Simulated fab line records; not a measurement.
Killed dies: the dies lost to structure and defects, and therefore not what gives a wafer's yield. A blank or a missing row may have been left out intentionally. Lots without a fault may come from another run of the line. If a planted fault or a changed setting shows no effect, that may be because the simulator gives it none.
Chamber matching :: flow n5-finfet :: rie-diel-04 running N5_BEOL_M1_ETCHBACK_99: 4 sister chambers
The step etches SiO2 in CHF3, target depth 5 nm, time 10.4 s. 16 wafers are shown with their chamber, then 8 later ones without.

## EACH WAFER AND ITS CHAMBER
wafer: L076.1
chamber: 1
showerhead-plenum-p-Torr (Torr): 2.18
drypump-motor-current-A (A): 6.2
throttle-valve-pct (%): 16.98

wafer: L076.2
chamber: 0
showerhead-plenum-p-Torr (Torr): 2.01
drypump-motor-current-A (A): 6.3
throttle-valve-pct (%): 17.20

wafer: L076.4
chamber: 0
showerhead-plenum-p-Torr (Torr): 2.01
drypump-motor-current-A (A): 6.4
throttle-valve-pct (%): 17.22

wafer: L081.2
chamber: 3
showerhead-plenum-p-Torr (Torr): 2.12
drypump-motor-current-A (A): 6.1
throttle-valve-pct (%): 16.93

wafer: L081.5
chamber: 0
showerhead-plenum-p-Torr (Torr): 2.01
drypump-motor-current-A (A): 6.4
throttle-valve-pct (%): 17.22

wafer: L081.6
chamber: 3
showerhead-plenum-p-Torr (Torr): 2.12
drypump-motor-current-A (A): 6.0
throttle-valve-pct (%): 16.92

wafer: L082.1
chamber: 1
showerhead-plenum-p-Torr (Torr): 2.17
drypump-motor-current-A (A): 6.2
throttle-valve-pct (%): 16.99

wafer: L082.2
chamber: 0
showerhead-plenum-p-Torr (Torr): 2.01
drypump-motor-current-A (A): 6.4
throttle-valve-pct (%): 17.21

wafer: L082.6
chamber: 3
showerhead-plenum-p-Torr (Torr): 2.12
drypump-motor-current-A (A): 6.0
throttle-valve-pct (%): 16.93

wafer: L088.1
chamber: 1
showerhead-plenum-p-Torr (Torr): 2.17
drypump-motor-current-A (A): 6.2
throttle-valve-pct (%): 17.03

wafer: L088.3
chamber: 2
showerhead-plenum-p-Torr (Torr): 2.20
drypump-motor-current-A (A): 5.5
throttle-valve-pct (%): 16.91

wafer: L088.4
chamber: 3
showerhead-plenum-p-Torr (Torr): 2.11
drypump-motor-current-A (A): 6.0
throttle-valve-pct (%): 16.96

wafer: L090.1
chamber: 0
showerhead-plenum-p-Torr (Torr): 2.00
drypump-motor-current-A (A): 6.3
throttle-valve-pct (%): 17.26

wafer: L090.2
chamber: 3
showerhead-plenum-p-Torr (Torr): 2.11
drypump-motor-current-A (A): 6.0
throttle-valve-pct (%): 16.95

wafer: L090.3
chamber: 1
showerhead-plenum-p-Torr (Torr): 2.17
drypump-motor-current-A (A): 6.2
throttle-valve-pct (%): 17.04

wafer: L091.1
chamber: 1
showerhead-plenum-p-Torr (Torr): 2.17
drypump-motor-current-A (A): 6.2
throttle-valve-pct (%): 17.03

SIGNATURES (means of the wafers above)
reading: showerhead-plenum-p-Torr
chamber 0: 2.0080
chamber 1: 2.1720
chamber 2: 2.2000
chamber 3: 2.1160
scatter within a chamber: 0.00483

reading: drypump-motor-current-A
chamber 0: 6.360
chamber 1: 6.200
chamber 2: 5.500
chamber 3: 6.020
scatter within a chamber: 0.0408

reading: throttle-valve-pct
chamber 0: 17.2220
chamber 1: 17.0140
chamber 2: 16.9100
chamber 3: 16.9380
scatter within a chamber: 0.0225
Rule: for a wafer and a chamber, the distance is found by dividing, reading by reading, the gap between the wafer's reading and the chamber's mean by the reading's scatter, squaring, summing and taking the root. If the next closest chamber is less than 2 further off than the closest, the wafer can't be placed; otherwise it belongs to the closest. The scatter: the root of (the sum of the squares of (reading less its chamber's mean) over the shown wafers, divided by (wafers less chambers)).

## WAFERS WITHOUT THEIR CHAMBER
wafer: L091.3
showerhead-plenum-p-Torr (Torr): 2.20
drypump-motor-current-A (A): 5.5
throttle-valve-pct (%): 16.89

wafer: L091.6
showerhead-plenum-p-Torr (Torr): 2.00
drypump-motor-current-A (A): 6.3
throttle-valve-pct (%): 17.24

wafer: L094.2
showerhead-plenum-p-Torr (Torr): 2.00
drypump-motor-current-A (A): 6.3
throttle-valve-pct (%): 17.26

wafer: L094.3
showerhead-plenum-p-Torr (Torr): 2.11
drypump-motor-current-A (A): 6.0
throttle-valve-pct (%): 16.97

wafer: L094.6
showerhead-plenum-p-Torr (Torr): 2.20
drypump-motor-current-A (A): 5.5
throttle-valve-pct (%): 16.91

wafer: L095.2
showerhead-plenum-p-Torr (Torr): 2.16
drypump-motor-current-A (A): 6.2
throttle-valve-pct (%): 17.03

wafer: L095.4
showerhead-plenum-p-Torr (Torr): 2.11
drypump-motor-current-A (A): 6.0
throttle-valve-pct (%): 16.97

wafer: L095.5
showerhead-plenum-p-Torr (Torr): 2.00
drypump-motor-current-A (A): 6.3
throttle-valve-pct (%): 17.28

## EACH ONE'S CHAMBER
wafer: L091.3
from the rows above: 2
in truth: 2

wafer: L091.6
from the rows above: 0
in truth: 0

wafer: L094.2
from the rows above: 0
in truth: 0

wafer: L094.3
from the rows above: 3
in truth: 3

wafer: L094.6
from the rows above: 2
in truth: 2

wafer: L095.2
from the rows above: 1
in truth: 1

wafer: L095.4
from the rows above: 3
in truth: 3

wafer: L095.5
from the rows above: 0
in truth: 0
Placed correctly: 8 of 8. Not placeable from these rows: 0. Placed wrongly: 0.
